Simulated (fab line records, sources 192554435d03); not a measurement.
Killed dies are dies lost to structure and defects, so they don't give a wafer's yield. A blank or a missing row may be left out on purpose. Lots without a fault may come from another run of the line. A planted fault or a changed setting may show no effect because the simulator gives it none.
A struck lot beside a sound one | flow n5_finfet | 15 steps out of a route of 1938
Sound: wafers L443.2, L443.5, L443.6. Struck: wafers L446.2, L446.5, L446.6. The cause comes at the end.
At each step with rows: each side's tool, then ch and its chambers, then its first start. Under that, the readings that differ: sound wafers | struck wafers | difference of the means | sigmas: that difference in standard deviations of wafers without a fault.
alike: readings whose means differ by less than 2 such deviations, and words and numbers that are the same on both sides. not compared: withheld readings, readings that some wafer has no value for, bounds like >300 that may hide the same value, and numbers for which the record gives no deviation and whose values overlap.
The two part at a step that has a row with sigmas, a row that says differs or no value, or rows on one side only. Numbers that don't overlap but have no deviation are shown without sigmas and don't part them. A reading that every wafer of one side lacks parts them only if that side has two wafers or more.

first, 1 step without rows for these wafers: N5_HKMG_FIN_STRIP_33 (strips in N2/H2).
N5_HKMG_FIN_STRIP_34: strips in CF4.
  sound on rie_diel-05 ch 0,1, day 5 03:49; struck on rie_diel-04 ch 2,3, day 5 20:35
  alike: drypump_motor_current_A, oes_product_au, rf_vpp_V, showerhead_plenum_p_Torr, throttle_valve_pct
  not compared: rf_hours_counter_h
N5_HKMG_FIN_ETCH_35: etches SOC in N2/H2, target depth 215.8 nm, time 243.4 s.
  sound on rie_diel-05 ch 0,1, day 5 03:50; struck on rie_diel-04 ch 2,3, day 5 20:37
  alike: bias_w, drypump_motor_current_A, n2_flow_sccm, oes_product_au, rf_vpp_V, showerhead_plenum_p_Torr, throttle_valve_pct
  not compared: rf_hours_counter_h
then, 3 steps without rows for these wafers: N5_HKMG_FIN_STRIP_92 (strips SOC in N2/H2, time 20 s); N5_HKMG_FIN_WET_ETCH_18 (etches TiN in SC1, time 55 s, target depth 5.2 nm, rinse time 30 s); N5_HKMG_FIN_STRIP_19 (strips in N2/H2, time 360 s).
N5_HKMG_FIN_ALD_91: deposits TiN, target thk 1 nm, pulse time 1 s, purge time 3 s.
  sound on ald_metal-02 ch 0,2,3, day 5 04:31; struck on ald_metal-01 ch 2,3, day 5 21:17
  alike: chamber_pressure_Torr, heater_power_outer_w, heater_power_w, precursor_pulse_height_rel
then, 4 steps without rows for these wafers: N5_HKMG_FIN_COAT_85 (time 60 s, resist thk 300 nm); N5_HKMG_FIN_ETCH_86 (etches SOC in N2/H2, stops on TiN, target depth 393.2 nm); N5_HKMG_FIN_STRIP_89 (strips SOC in N2/H2, time 20 s); N5_HKMG_FIN_WET_ETCH_87 (etches TiN in SC1, time 154.2 s, target depth 4.7 nm, rinse time 30 s).
N5_HKMG_FIN_STRIP_88: strips in N2/H2, time 360 s.
  sound on plasma_asher-02 ch 0,1, day 5 05:12; struck on plasma_asher-02 ch 0,1, day 5 21:56
  alike: drypump_motor_current_A, heater_power_w, n2_flow_sccm
  not compared: rf_hours_counter_h
N5_HKMG_FIN_NWFM_ALD_20: deposits TiAlC, target thk 2 nm, pulse time 3 s, purge time 2 s.
  sound on ald_metal-02 ch 1,2,3, day 5 05:35; struck on ald_metal-03 ch 0,1,2, day 5 22:19
  reading    | sound | struck | difference | sigmas
  ald_cycles | 7 7 7 | 6 6 6  | -1         |
  alike: chamber_pressure_Torr, heater_power_outer_w, heater_power_w, precursor_pulse_height_rel
N5_HKMG_FIN_ALD_71: deposits TiN, target thk 1 nm, pulse time 1 s, purge time 3 s.
  sound on ald_metal-02 ch 1,2,3, day 5 05:41; struck on ald_metal-03 ch 0,1,2, day 5 22:25
  alike: ald_cycles, chamber_pressure_Torr, heater_power_outer_w, heater_power_w, precursor_pulse_height_rel
then, 1 step without rows for these wafers: N5_PASSIVATION_PROBE_49.

WHERE THEY PART
Nowhere in this record.

WHY: what the simulator had put in
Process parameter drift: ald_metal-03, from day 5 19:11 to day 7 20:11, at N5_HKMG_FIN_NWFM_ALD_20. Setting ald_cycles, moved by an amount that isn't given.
